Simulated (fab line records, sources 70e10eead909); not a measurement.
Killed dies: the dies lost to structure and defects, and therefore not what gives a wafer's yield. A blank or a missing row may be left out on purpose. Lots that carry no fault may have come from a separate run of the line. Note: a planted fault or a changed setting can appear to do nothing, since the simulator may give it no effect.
The tool behind it: which one? | flow nandHarc | 24 lots, 72 wafers sampled, at 1 step of a route of 1302

WHAT THE GAUGES READ, wafer by wafer
NHARC_A_SLIT_CD_MEAS_21. Usual: cdNm at 289.6 nm, with a standard deviation of 0.87.
lot  | measured     | on       | cdNm (nm)         | flag
L074 | day 19 23:51 | cdSem-03 | 289.1 288.4 287.0 | 
L076 | day 20 20:02 | cdSem-02 | 290.1 290.1 290.1 | 
L077 | day 20 20:10 | cdSem-03 | 290.4 289.7 289.1 | 
L078 | day 21 09:37 | cdSem-02 | 290.1 289.6 290.4 | 
L079 | day 21 23:31 | cdSem-03 | 290.7 290.8 288.8 | 
L075 | day 23 01:43 | cdSem-02 | 289.1 290.5 290.2 | 
L081 | day 23 01:51 | cdSem-01 | 288.1 289.1 289.3 | 
L082 | day 23 11:22 | cdSem-03 | 289.4 290.2 290.6 | 
L080 | day 23 11:31 | cdSem-01 | 289.5 289.7 289.3 | 
L083 | day 23 21:01 | cdSem-03 | 290.0 290.2 290.0 | 
L084 | day 23 23:49 | cdSem-01 | 288.8 289.9 290.0 | 
L085 | day 24 20:59 | cdSem-03 | 289.1 290.0 288.7 | 
L086 | day 25 04:03 | cdSem-01 | 289.9 289.2 289.1 | 
L087 | day 25 19:22 | cdSem-03 | 289.7 289.9 289.5 | 
L089 | day 26 02:43 | cdSem-01 | 288.4 289.0 288.4 | 
L090 | day 26 05:07 | cdSem-03 | 291.5 289.4 291.3 | 
L088 | day 26 06:34 | cdSem-01 | 290.2 289.1 288.7 | 
L092 | day 26 15:14 | cdSem-01 | 289.7 288.9 289.1 | 
L091 | day 26 15:38 | cdSem-03 | 289.9 289.1 289.6 | 
L093 | day 27 15:55 | cdSem-01 | 290.8 290.5 290.6 | 
L095 | day 28 22:43 | cdSem-01 | 289.5 290.4 289.8 | 
L094 | day 29 00:35 | cdSem-02 | 290.7 290.1 290.6 | 
L096 | day 29 02:38 | cdSem-03 | 287.9 288.3 288.6 | 
L097 | day 29 13:17 | cdSem-01 | 290.2 289.7 290.3 | 

TOOL THAT RAN EACH LOT (tool first, then ch and the chambers of the sampled wafers, then the start)
Before these readings, the record contains no process step.

WHAT THE TOOLS THEMSELVES READ (means of the sampled wafers that have a number; where no wafer has one, the mark that the record gives instead)
The record holds no such reading with a usual standard deviation.

THE ANSWER, worked out from the rows above alone
Rule: lot off if the mean of its wafers having a number is beyond 3 standard deviations from the usual mean. A lot without any number at a reading at which 4 lots or more have one is off too. The other lots that the step has rows for count as sound. First the gauges in route order, then the tools' own readings, where a lot's mean is used as printed above. The first step at which some lot is off is used, and at that step the reading that is off furthest; a lot without a number counts as furthest.
Across all readings shown, no lot is off: no conclusion can be drawn from this.

WHAT THE SIMULATOR PUT IN
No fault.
